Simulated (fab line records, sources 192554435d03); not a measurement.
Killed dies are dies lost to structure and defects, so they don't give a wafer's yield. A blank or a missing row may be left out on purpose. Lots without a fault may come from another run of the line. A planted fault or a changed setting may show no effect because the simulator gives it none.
fab line records | flow n5_finfet
record lots=7 wafers=21
route steps=1938 shown FIN_CUT@155 SD_EPI_N@263 SD_EPI_P@295 SD_ACTIVATION@330 SDB@348
start_h: hours from the record's first day to the start of the lot's first wafer shown | wait_h: hours since the lot's step before | " the same as in the row above | L1.1+2: a row that stands for several wafers | - no value, or no start given | * or withheld: withheld | < > ~ a bound
route shown NAME@n: a module of which the file shows steps, and the number in the route of the first | usual: mean/standard deviation of fault-free wafers | same: alike in all rows | chamber/n: place in a boat | sites: the reading at each site | _std_site: their standard deviation | _edge_site: outer sites' mean less inner sites' | radius_mm: how far each site lies from the wafer's centre | mask NAME#n: copy n | behind: the tool/chamber that last shaped the wafer | hold: why the lot was held/for how many hours/how that ended | device: the transistor (n, p or np) that didn't switch | end of line: the same wafers' tests at the end of the route | a step without rows: its recipe alone | killed: dies lost to structure and defects at the first sort, not the wafer's yield | map: a wafer's dies, x killed, . not, _ none there
set.NAME: the setting as run; set.NAME@STEP: as run at that earlier step | model.NAME: the simulator's own value behind a step, which no gauge read
lots whose settings were changed on purpose; a table a step, a row a wafer
## steps
# step N5_FIN_CUT_COAT_19
# recipe resist=SiARC temp_c=220 time_s=60 spin_rpm=1500 resist_thk_nm=20
# columns lot.wafer tool chamber start_h wait_h set.spin_rpm model.SiARC_of_FIN_CUT_COAT_19.thk_nm
L078.1+4 litho_track-03 0 - - 1500 20
L078.3 " 0 " " 1663 19
L081.3+4+6 litho_track-03 0 - - 1500 20
L083.2+3+4 litho_track-03 0 - - 1500 20.2
L084.1+4+5 litho_track-03 0 - - 1500 20
L085.2+4 litho_track-05 0 - - 1500 20
L085.5 " 0 " " 1632 19.2
L095.1 litho_track-03 0 - - 1570 19.6
L095.4+6 " 0 " " 1500 20
L097.1 litho_track-01 0 - - 1649 19
L097.2 " 0 " " 1500 20
L097.4 " 0 " " 1649 19.2
# step N5_FIN_CUT_COAT_29
# recipe resist=underlayer temp_c=205 time_s=60 spin_rpm=1500 resist_thk_nm=10
# step N5_FIN_CUT_COAT_02
# recipe resist=CAR-EUV spin_rpm=1500 resist_thk_nm=30
# step N5_FIN_CUT_DESCUM_13
# recipe chemistry=O2 time_s=7 source_power_w=50 bias_power_w=20 pressure_mtorr=20 rf_frequency_hz=2.712e+07 temp_c=40 resist=CAR-EUV o2_flow_sccm=225
# step N5_FIN_CUT_ETCH_30
# recipe chemistry=N2/H2 target=underlayer target_depth_a=130 mask_material=CAR-EUV time_s=10.4 ion_energy_ev=200 pressure_mtorr=30 source_w=840 bias_w=150 n2_flow_sccm=200 h2_flow_sccm=200 ends=cleared
# step N5_FIN_CUT_ETCH_20
# recipe chemistry=CF4 target=SiARC target_depth_a=260 mask_material=CAR-EUV time_s=43.3 ion_energy_ev=80 pressure_mtorr=40 source_w=545 bias_w=36 Ar_flow_sccm=100 cf4_flow_sccm=100 ends=cleared
# columns lot.wafer tool chamber start_h wait_h set.spin_rpm@FIN_CUT_COAT_19 model.etch.depth_nm
L078.1 rie_diel-01 0 52.34 0.0 1500 19.98
L078.3 " 1 " " 1663 19.03
L078.4 " 2 " " 1500 20.02
L081.3 rie_diel-01 2 68.99 0.0 1500 20.09
L081.4 " 0 " " 1500 19.98
L081.6 " 0 " " 1500 20.1
L083.2 rie_diel-01 2 80.38 0.0 1500 20.23
L083.3 " 3 " " 1500 20.2
L083.4 " 1 " " 1500 20.15
L084.1+5 rie_diel-01 0,2 88.45 0.0 1500 20.05
L084.4 " 3 " " 1500 20.02
L085.2 rie_diel-02 1 96.75 0.0 1500 20.07
L085.4 " 2 " " 1500 20.06
L085.5 " 1 " " 1632 19.23
L095.1 rie_diel-02 1 155.65 0.0 1570 19.55
L095.4 " 3 " " 1500 20.06
L095.6 " 3 " " 1500 19.94
L097.1 rie_diel-01 2 166.21 0.0 1649 19.09
L097.2 " 3 " " 1500 20.08
L097.4 " 1 " " 1649 19.11
# step N5_FIN_CUT_ETCH_21
# recipe chemistry=N2/H2 target=SOC target_depth_a=2190 overetch_a=438 mask_material=SiARC temp_c=40 ion_energy_ev=100 bias_w=61 time_s=523.5 pressure_mtorr=30 source_w=850 n2_flow_sccm=200 h2_flow_sccm=200
# columns lot.wafer tool chamber start_h wait_h set.spin_rpm@FIN_CUT_COAT_19 model.SiARC_of_FIN_CUT_COAT_19.thk_nm
L078.1+4 rie_diel-01 0,2 52.38 0.0 1500 11.6
L078.3 " 1 " " 1663 11
L081.3+4 rie_diel-01 2,0 69.03 0.0 1500 11.8
L081.6 " 0 " " 1500 12
L083.2+3 rie_diel-01 2,3 80.42 0.0 1500 12
L083.4 " 1 " " 1500 12.2
L084.1+4+5 rie_diel-01 0,3,2 88.49 0.0 1500 11.8
L085.2+4 rie_diel-02 1,2 96.79 0.0 1500 12.2
L085.5 " 1 " " 1632 11.4
L095.1 rie_diel-02 1 155.69 0.0 1570 11.8
L095.4 " 3 " " 1500 11.8
L095.6 " 3 " " 1500 11.6
L097.1+4 rie_diel-01 2,1 166.25 0.0 1649 11
L097.2 " 3 " " 1500 11.8
# step N5_SD_EPI_N_COAT_33
# recipe resist=SiARC temp_c=220 time_s=60 spin_rpm=1500 resist_thk_nm=35
# columns lot.wafer tool chamber start_h wait_h set.spin_rpm model.SiARC_of_SD_EPI_N_COAT_33.thk_nm
L078.1+4 litho_track-05 0 - - 1547 34.6
L078.3 " 0 " " 1500 35
L081.3+4 litho_track-01 0 - - 1500 35.2
L081.6 " 0 " " 1500 35
L083.2 litho_track-01 0 - - 1500 35
L083.3+4 " 0 " " 1500 35.2
L084.1+5 litho_track-01 0 - - 1500 34.8
L084.4 " 0 " " 1500 35
L085.2 litho_track-01 0 - - 1500 35
L085.4+5 " 0 " " 1373 36.6
L095.1 litho_track-02 0 - - 1352 36.6
L095.4 " 0 " " 1352 36.8
L095.6 " 0 " " 1500 34.8
L097.1+2 litho_track-01 0 - - 1588 33.8
L097.4 " 0 " " 1500 34.8
# step N5_SD_EPI_N_COAT_03
# recipe resist=CAR-ArF-block spin_rpm=1500 resist_thk_nm=150
# columns lot.wafer tool chamber start_h wait_h set.spin_rpm model.CAR-ArF-block_of_SD_EPI_N_COAT_03.thk_nm
L078.1 litho_track-05 0 - - 1500 149.6
L078.3 " 0 " " 1613 144.4
L078.4 " 0 " " 1613 144.6
L081.3+4+6 litho_track-01 0 - - 1500 149.8
L083.2 litho_track-01 0 - - 1500 150.6
L083.3+4 " 0 " " 1500 150.2
L084.1 litho_track-01 0 - - 1415 155
L084.4 " 0 " " 1500 149.6
L084.5 " 0 " " 1500 149.8
L085.2 litho_track-01 0 - - 1500 150.2
L085.4 " 0 " " 1576 146.8
L085.5 " 0 " " 1500 150
L095.1+6 litho_track-02 0 - - 1500 150
L095.4 " 0 " " 1634 143.6
L097.1 litho_track-01 0 - - 1403 154.6
L097.2 " 0 " " 1500 150
L097.4 " 0 " " 1500 149.4
# step N5_SD_EPI_N_EBR_05
# recipe solvent=PGMEA ebr_width_mm=1.5
# step N5_SD_EPI_N_SOFTBAKE_04
# recipe temp_c=110 time_s=60 resist=CAR-ArF-block
# step N5_SD_EPI_N_EXPOSE_06
# recipe mask_id=SD_N_BLK na=1.35 source_shape=conventional sigma_outer=0.8 polarization=unpolarized target_cd_nm=120 dose_mj=39.75
# step N5_SD_EPI_N_PEB_07
# recipe peb_temp_c=110 peb_time_s=60 resist=CAR-ArF-block
# step N5_SD_EPI_N_DEVELOP_08
# recipe develop_time_s=30 developer=TMAH resist=CAR-ArF-block dev_temp_c=23 rinse_liquid=diw dry=air_spin
# columns lot.wafer tool chamber start_h wait_h set.spin_rpm@SD_EPI_N_COAT_03 model.CAR-ArF-block_of_SD_EPI_N_COAT_03.thk_nm
L078.1 litho_track-02 0 - - 1500 148
L078.3+4 " 0 " " 1613 142.8
L081.3 litho_track-01 0 - - 1500 148
L081.4+6 " 0 " " 1500 148.2
L083.2 litho_track-02 0 - - 1500 148.8
L083.3 " 0 " " 1500 148.4
L083.4 " 0 " " 1500 148.6
L084.1 litho_track-05 0 - - 1415 153.2
L084.4 " 0 " " 1500 147.8
L084.5 " 0 " " 1500 148
L085.2 litho_track-02 0 - - 1500 148.4
L085.4 " 0 " " 1576 145
L085.5 " 0 " " 1500 148.2
L095.1+6 litho_track-05 0 - - 1500 148.4
L095.4 " 0 " " 1634 141.8
L097.1 litho_track-01 0 - - 1403 152.8
L097.2 " 0 " " 1500 148.2
L097.4 " 0 " " 1500 147.6
# step N5_SD_EPI_N_DESCUM_14
# recipe chemistry=O2 time_s=7.9 source_power_w=50 bias_power_w=20 pressure_mtorr=20 rf_frequency_hz=2.712e+07 temp_c=40 resist=CAR-ArF-block o2_flow_sccm=225
# step N5_SD_EPI_N_ETCH_34
# recipe chemistry=CF4 target=SiARC target_depth_a=455 mask_material=CAR-ArF-block time_s=75.8 ion_energy_ev=80 pressure_mtorr=40 source_w=545 bias_w=36 Ar_flow_sccm=100 cf4_flow_sccm=100 ends=cleared
# columns lot.wafer tool chamber start_h wait_h set.spin_rpm@SD_EPI_N_COAT_33 set.spin_rpm@SD_EPI_N_COAT_03 model.CAR-ArF-block_of_SD_EPI_N_COAT_03.thk_nm model.etch.depth_nm
L078.1 rie_diel-04 1 73.54 0.0 1547 1500 111 34.63
L078.3 " 2 " " 1500 1613 105.4 35.08
L078.4 " 3 " " 1547 1613 105.8 34.63
L081.3 rie_diel-04 0 91.14 0.0 1500 1500 110.6 35.14
L081.4 " 2 " " 1500 1500 110.8 35.19
L081.6 " 1 " " 1500 1500 110.8 35.04
L083.2 rie_diel-04 3 102.13 0.0 1500 1500 111.4 35.01
L083.3 " 1 " " 1500 1500 110.8 35.17
L083.4 " 0 " " 1500 1500 111 35.11
L084.1 rie_diel-05 1 110.96 0.0 1500 1415 116 34.86
L084.4 " 3 " " 1500 1500 110.4 34.95
L084.5 " 3 " " 1500 1500 110.8 34.87
L085.2 rie_diel-04 2 118.90 0.0 1500 1500 111.2 35.02
L085.4 " 1 " " 1373 1576 106.2 36.59
L085.5 " 3 " " 1373 1500 109.4 36.66
L095.1 rie_diel-04 2 179.22 0.0 1352 1500 109.6 36.51
L095.4 " 3 " " 1352 1634 102.8 36.72
L095.6 " 0 " " 1500 1500 111.2 34.71
L097.1 rie_diel-03 1 188.56 0.0 1588 1403 116.6 33.76
L097.2 " 2 " " 1588 1500 112.2 33.71
L097.4 " 3 " " 1500 1500 110.6 34.81
# step N5_SD_EPI_N_ETCH_35
# recipe chemistry=N2/H2 target=SOC overetch_a=1080 mask_material=SiARC temp_c=40 ion_energy_ev=100 source_w=3000 bias_w=133 pressure_mtorr=20 time_s=486 n2_flow_sccm=200 h2_flow_sccm=200
# columns lot.wafer tool chamber start_h wait_h set.spin_rpm@SD_EPI_N_COAT_33 model.SiARC_of_SD_EPI_N_COAT_33.thk_nm
L078.1 rie_diel-04 1 73.60 0.0 1547 18.6
L078.3 " 2 " " 1500 19.8
L078.4 " 3 " " 1547 19
L081.3 rie_diel-04 0 91.20 0.0 1500 19.8
L081.4 " 2 " " 1500 20.2
L081.6 " 1 " " 1500 19.2
L083.2+4 rie_diel-04 3,0 102.19 0.0 1500 19.8
L083.3 " 1 " " 1500 19.4
L084.1+5 rie_diel-05 1,3 111.02 0.0 1500 19.6
L084.4 " 3 " " 1500 19.8
L085.2 rie_diel-04 2 118.95 0.0 1500 19.8
L085.4 " 1 " " 1373 21
L085.5 " 3 " " 1373 21.4
L095.1 rie_diel-04 2 179.27 0.0 1352 21.4
L095.4 " 3 " " 1352 21
L095.6 " 0 " " 1500 19.4
L097.1 rie_diel-03 1 188.61 0.0 1588 18.6
L097.2 " 2 " " 1588 18.4
L097.4 " 3 " " 1500 20.2
# step N5_SD_EPI_N_EPI_21
# recipe material=Si:P dopant=P temp_c=680 pressure_torr=255 time_s=690
# columns lot.wafer tool chamber start_h wait_h set.epi_growth_time_s model.Si-P_of_SD_EPI_N_EPI_21.thk_nm
L078.1 epi_rpcvd-04 0 75.30 0.1 734.8 63
L078.3 " 0 " " 690 60
L078.4 " 0 " " 734.8 61.8
L081.3 epi_rpcvd-03 0 94.85 1.5 690 58.6
L081.4 " 0 " " 690 58
L081.6 " 0 96.84 3.3 690 57.2
L083.2+3 epi_rpcvd-04 0 104.32 0.5 690 59.4
L083.4 " 0 " " 690 59.8
L084.1 epi_rpcvd-04 0 112.80 0.2 738.3 63.4
L084.4 " 0 113.92 1.2 738.3 62.8
L084.5 " 0 " " 738.3 63.6
L085.2 epi_rpcvd-03 0 121.09 0.5 690 59.2
L085.4+5 " 0 " " 647.1 56.2
L095.1 epi_rpcvd-04 0 181.60 0.4 744.9 60.6
L095.4 " 0 183.59 2.1 690 58.8
L095.6 " 0 184.92 3.3 690 57.4
L097.1 epi_rpcvd-03 0 190.19 0.1 726 59.6
L097.2 " 0 " " 690 58
L097.4 " 0 " " 726 59.8
# step N5_SD_EPI_P_COAT_34
# recipe resist=SOC temp_c=250 time_s=60 spin_rpm=1500 resist_thk_nm=350
# columns lot.wafer tool chamber start_h wait_h set.spin_rpm model.SOC_of_SD_EPI_P_COAT_34.thk_nm
L078.1 litho_track-03 0 77.62 0.0 1500 350
L078.3+4 " 0 " " 1353 369.4
L081.3 litho_track-04 0 98.13 0.0 1500 351.6
L081.4+6 " 0 " " 1500 351.4
L083.2 litho_track-01 0 106.86 0.0 1500 350.2
L083.3 " 0 " " 1500 350.6
L083.4 " 0 " " 1500 350.8
L084.1 litho_track-03 0 115.66 0.0 1627 336.6
L084.4 " 0 " " 1627 336.2
L084.5 " 0 " " 1500 350
L085.2 litho_track-03 0 123.58 0.0 1552 346
L085.4 " 0 " " 1500 352.2
L085.5 " 0 " " 1500 351
L095.1 litho_track-04 0 187.63 0.0 1648 335
L095.4 " 0 " " 1648 335.2
L095.6 " 0 " " 1500 351.8
L097.1 litho_track-04 0 192.56 0.0 1383 366.2
L097.2 " 0 " " 1383 365.8
L097.4 " 0 " " 1500 352.6
# step N5_SD_EPI_P_COAT_35
# recipe resist=SiARC temp_c=220 time_s=60 spin_rpm=1500 resist_thk_nm=35
# step N5_SD_EPI_P_COAT_03
# recipe resist=CAR-ArF-block spin_rpm=1500 resist_thk_nm=150
# step N5_SD_EPI_P_EPI_21
# recipe material=SiGe:B dopant=B temp_c=550 pressure_torr=20 ambient=H2 time_s=355
# step N5_SD_EPI_P_HM_STRIP_48
# recipe chemistry=H3PO4 temp_c=160 material=SiNx target=SiNx target_depth_a=30 overetch_fraction=0.3
# columns lot.wafer tool chamber start_h wait_h set.epi_growth_time_s@SD_EPI_N_EPI_21 model.Si-P_of_SD_EPI_N_EPI_21.thk_nm
L078.1 wet_bench-02 4 81.65 0.0 734.8 62.2
L078.3 " 6 " " 690 59.4
L078.4 " 2 " " 734.8 61.2
L081.3 wet_bench-02 7 102.17 0.0 690 58
L081.4 " 4 " " 690 57.4
L081.6 " 5 " " 690 56.6
L083.2+3 wet_bench-06 6,2 110.89 0.0 690 58.6
L083.4 " 3 " " 690 59
L084.1 wet_bench-02 1 119.85 0.0 738.3 62.6
L084.4 " 0 " " 738.3 62
L084.5 " 3 " " 738.3 62.8
L085.2 wet_bench-01 4 127.61 0.0 690 58.6
L085.4+5 " 1,2 " " 647.1 55.6
L095.1 wet_bench-02 0 191.67 0.0 744.9 59.8
L095.4 " 1 " " 690 58.2
L095.6 " 4 " " 690 56.8
L097.1+4 wet_bench-02 1,3 197.43 0.0 726 59
L097.2 " 2 " " 690 57.4
# step N5_SD_EPI_P_SRD_49
# recipe dry=ipa_marangoni time_s=30 temp_c=23 rinse_liquid=diw
# step N5_SD_EPI_P_PRECLEAN_24
# recipe chemistry=O3/DIW time_s=45 temp_c=22 o3_ppm=10
# step N5_SD_ACTIVATION_RTA_00
# recipe temp_c=975 time_s=0 ambient=N2 idle_temp_c=600 ramp_up_c_per_s=150 ramp_down_c_per_s=60 cool_to_c=600
# step N5_SD_ACTIVATION_LSA_01
# recipe temp_c=1080 time_s=0.0008 ambient=N2
# step N5_SD_ACTIVATION_RS_MEAS_03
# recipe thk_meas_gauge=four-point-probe
# usual RS_SD_N=21.9/0.36 RS_SD_P=55.9/0.88
# columns lot.wafer tool chamber start_h wait_h set.epi_growth_time_s@SD_EPI_N_EPI_21 RS_SD_N[ohm/sq] RS_SD_P[ohm/sq]
L078.1 film_metro-02 - 83.16 0.2 734.8 20.7 56.2
L078.3 " - " " 690 21.8 56.0
L078.4 " - " " 734.8 21.1 54.9
L081.3 film_metro-02 - 102.79 0.2 690 22.2 55.7
L081.4 " - " " 690 22.5 55.7
L081.6 " - " " 690 22.7 55.4
L083.2 film_metro-01 - 111.48 0.2 690 21.9 55.1
L083.3 " - " " 690 21.9 55.6
L083.4 " - " " 690 21.8 54.7
L084.1 film_metro-02 - 120.51 0.2 738.3 20.4 56.2
L084.4 " - " " 738.3 20.5 55.8
L084.5 " - " " 738.3 20.5 55.1
L085.2 film_metro-01 - 128.22 0.2 690 21.9 54.4
L085.4 " - " " 647.1 23.3 54.6
L085.5 " - " " 647.1 23.2 54.4
L095.1 film_metro-02 - 192.27 0.2 744.9 21.3 56.3
L095.4 " - " " 690 21.9 56.1
L095.6 " - " " 690 22.3 56.3
L097.1 film_metro-01 - 198.06 0.2 726 21.8 56.5
L097.2 " - " " 690 22.2 55.9
L097.4 " - " " 726 21.9 56.0
# step N5_SDB_COAT_03
# recipe resist=SOC temp_c=250 time_s=60 spin_rpm=1500 resist_thk_nm=100
# columns lot.wafer tool chamber start_h wait_h set.spin_rpm model.SOC_of_SDB_COAT_03.thk_nm
L078.1+3+4 litho_track-05 0 90.07 0.1 1500 100
L081.3 litho_track-02 0 109.59 0.1 1500 99.8
L081.4 " 0 " " 1500 100.2
L081.6 " 0 " " 1500 99.6
L083.2 litho_track-05 0 118.46 0.1 1500 100.6
L083.3 " 0 " " 1500 100
L083.4 " 0 " " 1346 105.6
L084.1 litho_track-05 0 127.60 0.1 1369 104.4
L084.4 " 0 " " 1500 100.2
L084.5 " 0 " " 1500 100
L085.2+4 litho_track-05 0 134.93 0.1 1500 99.8
L085.5 " 0 " " 1557 97.8
L095.1 litho_track-05 0 199.55 0.1 1500 100
L095.4 " 0 " " 1361 105.2
L095.6 " 0 " " 1361 105.4
L097.1 litho_track-02 0 205.42 0.1 1500 100.2
L097.2 " 0 " " 1635 95.4
L097.4 " 0 " " 1500 100
## key
split step=N5_FIN_CUT_COAT_19 setting=spin_rpm stated=1500 by=wafer
response step=N5_FIN_CUT_COAT_19 reading=model.SiARC_of_FIN_CUT_COAT_19.thk_nm change=-0.0909 per=1% r=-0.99
response step=N5_FIN_CUT_ETCH_20 reading=model.etch.depth_nm change=-0.0941 per=1% r=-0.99
response step=N5_FIN_CUT_ETCH_21 reading=model.SiARC_of_FIN_CUT_COAT_19.thk_nm change=-0.0666 per=1% r=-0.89
split step=N5_SD_EPI_N_COAT_33 setting=spin_rpm stated=1500 by=wafer
response step=N5_SD_EPI_N_COAT_33 reading=model.SiARC_of_SD_EPI_N_COAT_33.thk_nm change=-0.185 per=1% r=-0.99
response step=N5_SD_EPI_N_ETCH_34 reading=model.etch.depth_nm change=-0.188 per=1% r=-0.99
response step=N5_SD_EPI_N_ETCH_35 reading=model.SiARC_of_SD_EPI_N_COAT_33.thk_nm change=-0.2 per=1% r=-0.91
split step=N5_SD_EPI_N_COAT_03 setting=spin_rpm stated=1500 by=wafer
response step=N5_SD_EPI_N_COAT_03 reading=model.CAR-ArF-block_of_SD_EPI_N_COAT_03.thk_nm change=-0.737 per=1% r=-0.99
response step=N5_SD_EPI_N_DEVELOP_08 reading=model.CAR-ArF-block_of_SD_EPI_N_COAT_03.thk_nm change=-0.748 per=1% r=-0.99
response step=N5_SD_EPI_N_ETCH_34 reading=model.CAR-ArF-block_of_SD_EPI_N_COAT_03.thk_nm change=-0.82 per=1% r=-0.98
split step=N5_SD_EPI_N_EPI_21 setting=epi_growth_time_s stated=690 by=wafer
response step=N5_SD_EPI_N_EPI_21 reading=model.Si-P_of_SD_EPI_N_EPI_21.thk_nm change=+0.368 per=1% r=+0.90
response step=N5_SD_EPI_P_HM_STRIP_48 reading=model.Si-P_of_SD_EPI_N_EPI_21.thk_nm change=+0.352 per=1% r=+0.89
response step=N5_SD_ACTIVATION_RS_MEAS_03 reading=RS_SD_N change=-0.13 per=1% r=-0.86
split step=N5_SD_EPI_P_COAT_34 setting=spin_rpm stated=1500 by=wafer
response step=N5_SD_EPI_P_COAT_34 reading=model.SOC_of_SD_EPI_P_COAT_34.thk_nm change=-1.76 per=1% r=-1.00
split step=N5_SDB_COAT_03 setting=spin_rpm stated=1500 by=wafer
response step=N5_SDB_COAT_03 reading=model.SOC_of_SDB_COAT_03.thk_nm change=-0.526 per=1% r=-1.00
